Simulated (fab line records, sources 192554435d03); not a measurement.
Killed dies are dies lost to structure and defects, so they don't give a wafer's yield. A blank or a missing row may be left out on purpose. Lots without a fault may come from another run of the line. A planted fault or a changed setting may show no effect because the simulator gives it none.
Which tool did it? | flow n5_finfet | 9 lots, 27 wafers sampled, at 1 step of a route of 1938

WHAT THE GAUGES READ, wafer by wafer
N5_BEOL_M4_RC_MEAS_101. Usual: DIBL_N 35.9 mV/V, standard deviation 1.4; DIBL_P 35.9 mV/V, standard deviation 1.7; IOFF_N 0.155 nA/um, standard deviation 0.023; IOFF_P 0.201 nA/um, standard deviation 0.029; ION_N 672 uA/um, standard deviation 8.8; ION_P 460 uA/um, standard deviation 7; SS_N 71.6 mV/dec, standard deviation 0.48; SS_P 73.1 mV/dec, standard deviation 0.64; VT_N 250.0 mV, standard deviation 3; VT_P -251.6 mV, standard deviation 3.
lot  | measured     | on        | DIBL_N (mV/V)  | DIBL_P (mV/V)  | IOFF_N (nA/um)    | IOFF_P (nA/um)    | ION_N (uA/um) | ION_P (uA/um) | SS_N (mV/dec)  | SS_P (mV/dec)  | VT_N (mV)         | VT_P (mV)            | flag
L430 | day 9 06:42  | prober-01 | 36.1 36.0 35.6 | 36.3 36.4 36.0 | 0.168 0.163 0.172 | 0.217 0.207 0.213 | 675 676 673   | 460 458 457   | 72.0 71.1 71.3 | 73.0 73.4 73.2 | 247.6 250.3 248.9 | -250.3 -251.0 -250.2 |
L436 | day 11 03:59 | prober-01 | 34.5 37.0 35.2 | 35.1 37.8 35.1 | 0.126 0.169 0.134 | 0.184 0.221 0.179 | 654 685 661   | 457 474 460   | 71.1 71.7 70.8 | 72.0 73.6 72.5 | 255.7 249.0 250.9 | -250.0 -250.5 -252.3 |
L438 | day 11 05:29 | prober-02 | 36.2 35.2 37.1 | 34.6 33.5 35.2 | 0.138 0.123 0.146 | 0.180 0.166 0.188 | 671 666 672   | 461 453 462   | 70.9 70.5 71.4 | 72.2 72.1 72.7 | 249.2 253.1 251.4 | -253.5 -256.0 -252.9 |
L440 | day 11 12:03 | prober-01 | 36.9 37.7 36.5 | 36.8 37.6 35.2 | 0.183 0.198 0.170 | 0.244 0.260 0.227 | 684 671 670   | 467 463 461   | 72.1 72.6 72.4 | 74.0 73.6 73.7 | 246.3 244.0 248.2 | -249.6 -246.0 -249.3 |
L442 | day 12 05:29 | prober-01 | 38.6 39.0 37.4 | 36.4 37.3 35.3 | 0.165 0.177 0.144 | 0.210 0.217 0.196 | 677 675 675   | 464 457 458   | 71.7 71.8 71.4 | 73.7 74.6 73.4 | 249.1 250.3 247.9 | -251.6 -251.7 -251.1 |
L443 | day 12 11:29 | prober-02 | 36.4 35.6 35.2 | 35.5 35.2 34.7 | 0.143 0.139 0.133 | 0.189 0.183 0.179 | 663 666 671   | 457 455 466   | 72.0 71.2 70.8 | 73.6 72.5 72.3 | 251.3 253.8 253.2 | -252.0 -253.8 -254.1 |
L446 | day 12 22:28 | prober-02 | 39.1 38.5 37.6 | 39.8 39.4 38.0 | 0.211 0.195 0.187 | 0.260 0.250 0.231 | 682 685 686   | 462 464 469   | 72.3 72.4 71.8 | 74.4 73.7 73.0 | 243.3 248.6 243.6 | -250.6 -249.5 -249.3 |
L445 | day 12 22:56 | prober-01 | 36.6 36.3 35.4 | 37.5 37.9 36.6 | 0.168 0.170 0.149 | 0.213 0.217 0.199 | 682 676 668   | 461 460 461   | 72.3 72.0 72.8 | 73.8 74.1 73.7 | 248.7 248.1 250.8 | -250.7 -251.7 -250.6 |
L448 | day 13 18:04 | prober-01 | 35.9 37.2 34.9 | 35.7 35.9 34.2 | 0.155 0.157 0.132 | 0.183 0.196 0.171 | 679 670 666   | 461 454 451   | 71.4 71.7 70.5 | 72.8 73.5 73.4 | 248.4 250.7 252.3 | -253.1 -252.3 -254.2 |

WHICH TOOL RAN EACH LOT (tool, then ch and the chambers of the sampled wafers, then the start)
The record holds no process step before these readings.

WHAT THE TOOLS THEMSELVES READ (means of the sampled wafers that have a number; where no wafer has one, the mark that the record gives instead)
The record holds no such reading with a usual standard deviation.

THE ANSWER, worked out from the rows above alone
Rule: a lot is off if the mean of its wafers that have a number lies more than 3 standard deviations from the usual mean. A lot without any number at a reading at which 4 lots or more have one is off too. The other lots that the step has rows for count as sound. The gauges are gone through in route order, then the tools' own readings, and for those a lot's mean is taken as printed above. The first step at which some lot is off is used, and at that step the reading that is off furthest; a lot without a number counts as furthest.
No lot is off at any reading shown: from this, nothing can be told.

WHAT THE SIMULATOR HAD PUT IN
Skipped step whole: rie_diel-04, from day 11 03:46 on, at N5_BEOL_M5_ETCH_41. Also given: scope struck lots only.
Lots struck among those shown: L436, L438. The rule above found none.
